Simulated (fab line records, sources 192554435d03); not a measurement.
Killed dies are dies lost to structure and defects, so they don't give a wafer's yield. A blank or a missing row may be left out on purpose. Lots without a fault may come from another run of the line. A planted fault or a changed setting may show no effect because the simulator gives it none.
Which tool did it? | flow n5_finfet | 22 lots, 66 wafers sampled, at 4 steps of a route of 1938

WHAT THE GAUGES READ, wafer by wafer
N5_BEOL_M10_CD_MEAS_28: target cd 70 nm.
lot  | measured     | on        | cd_nm (nm)
L074 | day 10 02:55 | cd_sem-01 | 69.8 67.7 71.5
L076 | day 10 22:05 | cd_sem-03 | 69.1 69.4 68.5
L077 | day 10 21:55 | cd_sem-03 | 67.3 67.0 67.2
L075 | day 11 09:46 | cd_sem-02 | 69.1 69.6 69.8
L078 | day 11 13:38 | cd_sem-01 | 69.4 68.6 69.4
L079 | day 12 16:27 | cd_sem-03 | 70.5 70.2 68.9
L081 | day 12 18:59 | cd_sem-02 | 67.9 69.8 66.8
L083 | day 12 21:50 | cd_sem-01 | 70.8 70.2 70.0
L085 | day 13 19:46 | cd_sem-03 | 69.8 68.3 68.5
L084 | day 13 19:56 | cd_sem-03 | 70.2 69.8 69.4
L088 | day 14 03:09 | cd_sem-01 | 73.1 71.6 71.8
L087 | day 14 02:59 | cd_sem-01 | 69.9 69.5 70.3
L089 | day 14 06:35 | cd_sem-01 | 69.9 69.4 70.9
L086 | day 14 06:46 | cd_sem-02 | 71.6 70.1 70.7
L090 | day 14 13:27 | cd_sem-01 | 70.3 69.9 68.5
L091 | day 14 20:53 | cd_sem-02 | 68.3 68.7 68.5
L092 | day 15 05:31 | cd_sem-01 | 70.3 68.4 70.1
L093 | day 15 21:27 | cd_sem-03 | 69.2 70.2 69.0
L095 | day 16 09:56 | cd_sem-02 | 68.7 68.9 69.4
L094 | day 16 10:46 | cd_sem-02 | 71.0 70.8 71.3
L096 | day 16 14:07 | cd_sem-03 | 69.5 68.4 68.3
L097 | day 17 09:50 | cd_sem-02 | 68.8 68.9 70.1

WHICH TOOL RAN EACH LOT (tool, then ch and the chambers of the sampled wafers, then the start)
lot  | N5_BEOL_M9_CURE_72            | N5_BEOL_M9_DEP_56               | N5_BEOL_M10_ETCH_62
L074 | uv_cure-01 ch 1, day 9 19:25  | pecvd-03 ch 1,2, day 9 21:48    | rie_diel-01 ch 0,2,3, day 10 02:02
L076 | uv_cure-02 ch 0, day 10 10:30 | pecvd-01 ch 0, day 10 14:20     | rie_diel-02 ch 0,1,3, day 10 17:49
L077 | uv_cure-03 ch 0, day 10 13:28 | pecvd-04 ch 0,2, day 10 17:47   | rie_diel-02 ch 0,2,3, day 10 19:34
L075 | uv_cure-02 ch 1, day 11 00:16 | pecvd-01 ch 0,1,2, day 11 04:23 | rie_diel-02 ch 2,3, day 11 08:08
L078 | uv_cure-03 ch 1, day 11 07:46 | pecvd-04 ch 0,2, day 11 10:25   | rie_diel-02 ch 0,1, day 11 12:02
L079 | uv_cure-01 ch 2, day 12 10:01 | pecvd-01 ch 0,1,2, day 12 12:38 | rie_diel-01 ch 1,2,3, day 12 15:40
L081 | uv_cure-02 ch 0, day 12 11:53 | pecvd-04 ch 1,2, day 12 16:17   | rie_diel-02 ch 1,3, day 12 17:57
L083 | uv_cure-03 ch 0, day 12 15:05 | pecvd-04 ch 0,2, day 12 17:25   | rie_diel-02 ch 0,1,2, day 12 20:23
L085 | uv_cure-01 ch 1, day 13 10:47 | pecvd-01 ch 1,2, day 13 13:04   | rie_diel-02 ch 0,2,3, day 13 14:49
L084 | uv_cure-03 ch 0, day 13 13:49 | pecvd-04 ch 0,1, day 13 15:50   | rie_diel-06 ch 2,3, day 13 18:09
L088 | uv_cure-02 ch 2, day 13 18:41 | pecvd-03 ch 1,2, day 13 20:38   | rie_diel-01 ch 0,1,2, day 13 23:05
L087 | uv_cure-02 ch 1, day 13 20:31 | pecvd-01 ch 0,1,2, day 13 22:14 | rie_diel-06 ch 1,3, day 14 00:17
L089 | uv_cure-02 ch 2, day 13 22:13 | pecvd-04 ch 0,1, day 14 00:20   | rie_diel-06 ch 2,3, day 14 03:59
L086 | uv_cure-02 ch 2, day 13 22:31 | pecvd-01 ch 0,1,2, day 14 00:37 | rie_diel-01 ch 1,2,3, day 14 04:29
L090 | uv_cure-01 ch 1, day 14 07:22 | pecvd-04 ch 0,1,2, day 14 09:23 | rie_diel-01 ch 1,2,3, day 14 12:40
L091 | uv_cure-02 ch 2, day 14 11:53 | pecvd-04 ch 1,2, day 14 14:08   | rie_diel-06 ch 1,2,3, day 14 17:02
L092 | uv_cure-01 ch 1, day 14 21:41 | pecvd-04 ch 0,1,2, day 15 00:14 | rie_diel-02 ch 0,1,3, day 15 03:52
L093 | uv_cure-02 ch 2, day 15 12:08 | pecvd-04 ch 0,1,2, day 15 16:23 | rie_diel-01 ch 0,1,3, day 15 18:32
L095 | uv_cure-03 ch 0, day 16 02:22 | pecvd-04 ch 0,1, day 16 05:09   | rie_diel-02 ch 0,1,3, day 16 07:38
L094 | uv_cure-01 ch 2, day 16 05:22 | pecvd-04 ch 0,1, day 16 07:25   | rie_diel-01 ch 0,1,2, day 16 09:44
L096 | uv_cure-03 ch 1, day 16 05:47 | pecvd-01 ch 0,2, day 16 07:49   | rie_diel-06 ch 0,3, day 16 11:11
L097 | uv_cure-02 ch 2, day 17 01:49 | pecvd-04 ch 1,2, day 17 04:22   | rie_diel-06 ch 0,2, day 17 07:54
- N5_BEOL_M9_CURE_72: cures SiCOH lowk, time 120 s.
- N5_BEOL_M9_DEP_56: deposits SiCN from 3MS/NH3, target thk 15 nm, time 26.5 s.
- N5_BEOL_M10_ETCH_62: etches SOC in N2/H2, target depth 110 nm, overetch 22 nm, time 165 s.

WHAT THE TOOLS THEMSELVES READ (means of the sampled wafers that have a number; where no wafer has one, the mark that the record gives instead)
N5_BEOL_M9_CURE_72.
lot  | tool       | lamp_power_pct (%) | wafer_temp_C_max
L074 | uv_cure-01 | 52.30              | 371.3
L076 | uv_cure-02 | 52.31              | 371.9
L077 | uv_cure-03 | 52.29              | 372.1
L075 | uv_cure-02 | 52.32              | 371.6
L078 | uv_cure-03 | 52.34              | 371.7
L079 | uv_cure-01 | 52.28              | 371.8
L081 | uv_cure-02 | 52.34              | 372.3
L083 | uv_cure-03 | 52.31              | 371.9
L085 | uv_cure-01 | 52.29              | 371.1
L084 | uv_cure-03 | 52.31              | 372.0
L088 | uv_cure-02 | 52.29              | 371.3
L087 | uv_cure-02 | 52.29              | 371.5
L089 | uv_cure-02 | 52.27              | 371.3
L086 | uv_cure-02 | 52.32              | 371.2
L090 | uv_cure-01 | 52.32              | 370.9
L091 | uv_cure-02 | 52.32              | 371.1
L092 | uv_cure-01 | 52.28              | 371.0
L093 | uv_cure-02 | 52.31              | 370.8
L095 | uv_cure-03 | 52.30              | 372.0
L094 | uv_cure-01 | 52.28              | 371.9
L096 | uv_cure-03 | 52.36              | 371.3
L097 | uv_cure-02 | 52.25              | 371.1

N5_BEOL_M9_DEP_56.
lot  | tool     | rf_fwd_power_W (W) | showerhead_plenum_p_Torr (Torr) | throttle_valve_pct (%)
L074 | pecvd-03 | 200.4              | 3.679                           | 8.6
L076 | pecvd-01 | 198.8              | 3.678                           | 9.1
L077 | pecvd-04 | 201.1              | 3.653                           | 8.5
L075 | pecvd-01 | 199.4              | 3.670                           | 9.3
L078 | pecvd-04 | 200.0              | 3.662                           | 8.6
L079 | pecvd-01 | 199.1              | 3.662                           | 9.2
L081 | pecvd-04 | 199.9              | 3.662                           | 9.4
L083 | pecvd-04 | 200.3              | 3.650                           | 8.7
L085 | pecvd-01 | 199.4              | 3.662                           | 9.1
L084 | pecvd-04 | 199.1              | 3.652                           | 9.3
L088 | pecvd-03 | 200.4              | 3.683                           | 8.8
L087 | pecvd-01 | 200.1              | 3.671                           | 9.3
L089 | pecvd-04 | 200.0              | 3.645                           | 9.1
L086 | pecvd-01 | 199.9              | 3.668                           | 9.1
L090 | pecvd-04 | 200.6              | 3.660                           | 8.9
L091 | pecvd-04 | 199.8              | 3.666                           | 9.3
L092 | pecvd-04 | 200.3              | 3.660                           | 9.0
L093 | pecvd-04 | 200.5              | 3.657                           | 9.0
L095 | pecvd-04 | 199.7              | 3.651                           | 9.2
L094 | pecvd-04 | 199.5              | 3.651                           | 9.0
L096 | pecvd-01 | 199.5              | 3.675                           | 9.1
L097 | pecvd-04 | 200.3              | 3.663                           | 9.3

N5_BEOL_M10_ETCH_62.
lot  | tool        | drypump_motor_current_A (A) | oes_product_au (a.u.) | rf_fwd_power_W (W) | rf_vpp_V (V) | showerhead_plenum_p_Torr (Torr) | throttle_valve_pct (%)
L074 | rie_diel-01 | 5.7                         | 0.66                  | 836.9              | 523.5        | 2.55                            | 17.99
L076 | rie_diel-02 | 5.5                         | 0.63                  | 838.6              | 523.0        | 2.54                            | 18.02
L077 | rie_diel-02 | 5.5                         | 0.62                  | 838.9              | 522.1        | 2.49                            | 18.17
L075 | rie_diel-02 | 5.2                         | 0.60                  | 836.1              | 524.0        | 2.56                            | 18.39
L078 | rie_diel-02 | 5.6                         | 0.63                  | 838.7              | 522.6        | 2.50                            | 17.85
L079 | rie_diel-01 | 5.7                         | 0.66                  | 835.8              | 524.1        | 2.54                            | 17.91
L081 | rie_diel-02 | 5.1                         | 0.61                  | 839.2              | 524.2        | 2.61                            | 18.27
L083 | rie_diel-02 | 5.6                         | 0.61                  | 839.0              | 521.4        | 2.45                            | 18.00
L085 | rie_diel-02 | 5.5                         | 0.61                  | 836.5              | 521.9        | 2.48                            | 18.20
L084 | rie_diel-06 | 5.4                         | 0.59                  | 837.9              | 523.7        | 2.54                            | 18.03
L088 | rie_diel-01 | 5.7                         | 0.67                  | 838.3              | 523.8        | 2.56                            | 17.91
L087 | rie_diel-06 | 5.7                         | 0.66                  | 838.2              | 520.6        | 2.45                            | 18.00
L089 | rie_diel-06 | 5.6                         | 0.60                  | 835.4              | 522.0        | 2.48                            | 18.09
L086 | rie_diel-01 | 5.7                         | 0.64                  | 834.8              | 524.0        | 2.53                            | 17.95
L090 | rie_diel-01 | 5.7                         | 0.65                  | 836.9              | 523.6        | 2.53                            | 17.95
L091 | rie_diel-06 | 5.4                         | 0.64                  | 837.1              | 522.2        | 2.50                            | 17.94
L092 | rie_diel-02 | 5.5                         | 0.60                  | 837.2              | 523.4        | 2.52                            | 18.08
L093 | rie_diel-01 | 5.8                         | 0.64                  | 834.8              | 524.2        | 2.53                            | 17.93
L095 | rie_diel-02 | 5.5                         | 0.60                  | 837.6              | 523.4        | 2.52                            | 18.11
L094 | rie_diel-01 | 5.7                         | 0.65                  | 837.4              | 524.1        | 2.55                            | 17.93
L096 | rie_diel-06 | 5.4                         | 0.74                  | 835.0              | 524.5        | 2.53                            | 17.84
L097 | rie_diel-06 | 5.2                         | 0.80                  | 838.3              | 525.9        | 2.59                            | 17.63

THE ANSWER, worked out from the rows above alone
Rule: what is usual is taken from the lots themselves. Put in order of their means at a reading, lots are off if they are a third of the lots or fewer, leave a main group of 4 or more, and stand apart from it by a gap of 3 or more times the standard deviation of the main group's means; of several such gaps the widest counts. A main group whose means are all the same, to the digits that the tables above print for the reading, isn't used. A lot without any number at a reading at which 4 lots or more have one is off too. The other lots that the step has rows for count as sound. The gauges are gone through in route order, then the tools' own readings, and for those a lot's mean is taken as printed above. The first step at which some lot is off is used, and at that step the reading that is off furthest; a lot without a number counts as furthest.
No lot is off at any reading shown: from this, nothing can be told.

WHAT THE SIMULATOR HAD PUT IN
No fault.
